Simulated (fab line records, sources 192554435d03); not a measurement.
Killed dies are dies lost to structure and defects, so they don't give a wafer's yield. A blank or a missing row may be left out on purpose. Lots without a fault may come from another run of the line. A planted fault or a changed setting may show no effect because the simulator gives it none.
Chamber matching | flow n5_finfet | N5_BEOL_M0_CVD_115 on cvd_co-02: 3 sister chambers
The step deposits Co from CCTBA/H2, time 120 s. 3 wafers are shown with their chamber, then 7 later ones without.

WAFERS WITH THEIR CHAMBER
wafer  | chamber | run_length_s (s)
L632.4 | 2       | 142.7
L633.3 | 1       | 142.9
L633.4 | 0       | 142.2

WAFERS WITHOUT THEIR CHAMBER
wafer  | run_length_s (s)
L636.1 | 142.3
L636.3 | 142.3
L636.5 | 142.8
L638.2 | 142.9
L638.5 | 142.0
L639.1 | 143.0
L639.5 | 143.0

WHICH CHAMBER EACH WENT THROUGH
wafer  | from the rows above     | in truth
L636.1 | 0                       | 0
L636.3 | 0                       | 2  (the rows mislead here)
L636.5 | can't be placed: 1 or 2 | 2
L638.2 | can't be placed: 1 or 2 | 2
L638.5 | 0                       | 0
L639.1 | can't be placed: 1 or 2 | 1
L639.5 | can't be placed: 1 or 2 | 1
Placed correctly: 2 of 7. Can't be placed from these rows: 4 (the true chamber is among the candidates in 4). Placed wrongly: 1.
How it was worked out, from the rows above alone: a wafer's distance from a chamber is the root of the sum, over the readings, of the square of ((its reading less the chamber's mean) divided by the reading's scatter). The wafer belongs to the nearest chamber; if the next one is less than 2 further off, it can't be placed. A chamber's mean is the mean of its shown wafers. The scatter: with one shown wafer a chamber, the root of the mean of the squares of how far each hidden wafer lies from its nearest shown one.
